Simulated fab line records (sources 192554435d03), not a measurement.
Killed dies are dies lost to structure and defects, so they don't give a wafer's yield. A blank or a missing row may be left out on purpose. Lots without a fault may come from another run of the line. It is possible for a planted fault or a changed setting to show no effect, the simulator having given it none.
Which tool did it? :: flow n5_finfet :: Sampling: 12 lots, 36 wafers, 5 of 1938 route steps

== WHAT THE GAUGES READ, wafer by wafer ==
N5_BEOL_M3_THK_MEAS_53: measures by xrf.
lot: L074
measured: day 7 10:53
on: film_metro-02
M3_THK (nm): 40.8 41.7 40.3

lot: L077
measured: day 7 20:30
on: film_metro-01
M3_THK (nm): 38.5 38.5 39.0

lot: L078
measured: day 8 17:37
on: film_metro-01
M3_THK (nm): 41.0 39.6 39.8

lot: L081
measured: day 9 06:52
on: film_metro-02
M3_THK (nm): 40.2 39.8 39.6

lot: L083
measured: day 9 07:28
on: film_metro-02
M3_THK (nm): 35.4 40.1 38.7

lot: L085
measured: day 10 10:02
on: film_metro-02
M3_THK (nm): 38.1 36.8 39.5

lot: L087
measured: day 11 07:17
on: film_metro-02
M3_THK (nm): 38.3 41.4 41.8

lot: L089
measured: day 11 17:05
on: film_metro-02
M3_THK (nm): 40.0 38.8 43.1

lot: L090
measured: day 11 19:02
on: film_metro-02
M3_THK (nm): 36.3 38.7 40.1

lot: L093
measured: day 12 09:26
on: film_metro-01
M3_THK (nm): 37.0 35.8 38.5

lot: L095
measured: day 12 17:20
on: film_metro-01
M3_THK (nm): 37.5 37.8 39.3

lot: L097
measured: day 13 10:08
on: film_metro-01
M3_THK (nm): 38.7 39.4 38.6

== WHAT TOOL EACH LOT RAN ON (gives the tool, then ch and the chambers of the sampled wafers, and finally the start) ==
lot: L074
N5_BEOL_M3_PRE_CLEAN_45: pvd_sputter-01, day 7 05:59
N5_BEOL_M3_ANNEAL_80: pvd_sputter-02, day 7 08:39
N5_BEOL_M3_ANNEAL_93: pvd_sputter-02, day 7 09:45
N5_BEOL_M3_CMP_52: cmp-01 ch 1,2,3, day 7 10:43

lot: L077
N5_BEOL_M3_PRE_CLEAN_45: pvd_sputter-02, day 7 15:35
N5_BEOL_M3_ANNEAL_80: pvd_sputter-03, day 7 18:15
N5_BEOL_M3_ANNEAL_93: pvd_sputter-03, day 7 19:21
N5_BEOL_M3_CMP_52: cmp-03 ch 0,2,3, day 7 20:12

lot: L078
N5_BEOL_M3_PRE_CLEAN_45: pvd_sputter-02, day 8 14:21
N5_BEOL_M3_ANNEAL_80: pvd_sputter-01, day 8 15:13
N5_BEOL_M3_ANNEAL_93: pvd_sputter-01, day 8 16:19
N5_BEOL_M3_CMP_52: cmp-03 ch 2,3, day 8 17:21

lot: L081
N5_BEOL_M3_PRE_CLEAN_45: pvd_sputter-03, day 9 03:27
N5_BEOL_M3_ANNEAL_80: pvd_sputter-02, day 9 04:28
N5_BEOL_M3_ANNEAL_93: pvd_sputter-02, day 9 05:34
N5_BEOL_M3_CMP_52: cmp-03 ch 0,3, day 9 06:34

lot: L083
N5_BEOL_M3_PRE_CLEAN_45: pvd_sputter-03, day 9 03:47
N5_BEOL_M3_ANNEAL_80: pvd_sputter-03, day 9 04:58
N5_BEOL_M3_ANNEAL_93: pvd_sputter-03, day 9 06:04
N5_BEOL_M3_CMP_52: cmp-03 ch 2,3, day 9 07:10

lot: L085
N5_BEOL_M3_PRE_CLEAN_45: pvd_sputter-01, day 10 06:53
N5_BEOL_M3_ANNEAL_80: pvd_sputter-03, day 10 07:47
N5_BEOL_M3_ANNEAL_93: pvd_sputter-03, day 10 08:53
N5_BEOL_M3_CMP_52: cmp-03 ch 0,1,2, day 10 09:44

lot: L087
N5_BEOL_M3_PRE_CLEAN_45: pvd_sputter-02, day 11 04:11
N5_BEOL_M3_ANNEAL_80: pvd_sputter-02, day 11 05:02
N5_BEOL_M3_ANNEAL_93: pvd_sputter-02, day 11 06:08
N5_BEOL_M3_CMP_52: cmp-01 ch 0,1,3, day 11 07:04

lot: L089
N5_BEOL_M3_PRE_CLEAN_45: pvd_sputter-02, day 11 12:01
N5_BEOL_M3_ANNEAL_80: pvd_sputter-02, day 11 14:36
N5_BEOL_M3_ANNEAL_93: pvd_sputter-02, day 11 15:42
N5_BEOL_M3_CMP_52: cmp-03 ch 0,2,3, day 11 16:52

lot: L090
N5_BEOL_M3_PRE_CLEAN_45: pvd_sputter-03, day 11 15:38
N5_BEOL_M3_ANNEAL_80: pvd_sputter-02, day 11 16:47
N5_BEOL_M3_ANNEAL_93: pvd_sputter-02, day 11 17:53
N5_BEOL_M3_CMP_52: cmp-03 ch 0,2,3, day 11 18:45

lot: L093
N5_BEOL_M3_PRE_CLEAN_45: pvd_sputter-02, day 12 05:52
N5_BEOL_M3_ANNEAL_80: pvd_sputter-02, day 12 06:59
N5_BEOL_M3_ANNEAL_93: pvd_sputter-02, day 12 08:05
N5_BEOL_M3_CMP_52: cmp-03 ch 0,1,2, day 12 09:02

lot: L095
N5_BEOL_M3_PRE_CLEAN_45: pvd_sputter-01, day 12 14:00
N5_BEOL_M3_ANNEAL_80: pvd_sputter-01, day 12 15:06
N5_BEOL_M3_ANNEAL_93: pvd_sputter-01, day 12 16:12
N5_BEOL_M3_CMP_52: cmp-03 ch 0,1,2, day 12 17:03

lot: L097
N5_BEOL_M3_PRE_CLEAN_45: pvd_sputter-02, day 13 07:02
N5_BEOL_M3_ANNEAL_80: pvd_sputter-02, day 13 07:52
N5_BEOL_M3_ANNEAL_93: pvd_sputter-02, day 13 08:58
N5_BEOL_M3_CMP_52: cmp-01 ch 0,1,3, day 13 09:50
- N5_BEOL_M3_PRE_CLEAN_45: time 30 s.
- N5_BEOL_M3_ANNEAL_80: time 240 s.
- N5_BEOL_M3_ANNEAL_93: time 240 s.
- N5_BEOL_M3_CMP_52: polishes, stops on SiOC, t overpolish 6.8 s, target thk 40 nm.

== THE ANSWER, worked out from the rows above alone ==
Rule: the usual values come from the lots themselves. Put in order of their means at a reading, lots are off if they are a third of the lots or fewer, leave a main group of 4 or more, and stand apart from it by a gap of 3 or more times the standard deviation of the main group's means; of several such gaps the widest counts. The tables above print the reading to a certain number of digits; a main group whose means all agree to those digits is not used. A lot without any number at a reading at which 4 lots or more have one is off too. Any other lot the step has rows for is counted as sound.
Nothing can be told from this: no lot is off at any reading shown.

== WHAT THE SIMULATOR PUT IN ==
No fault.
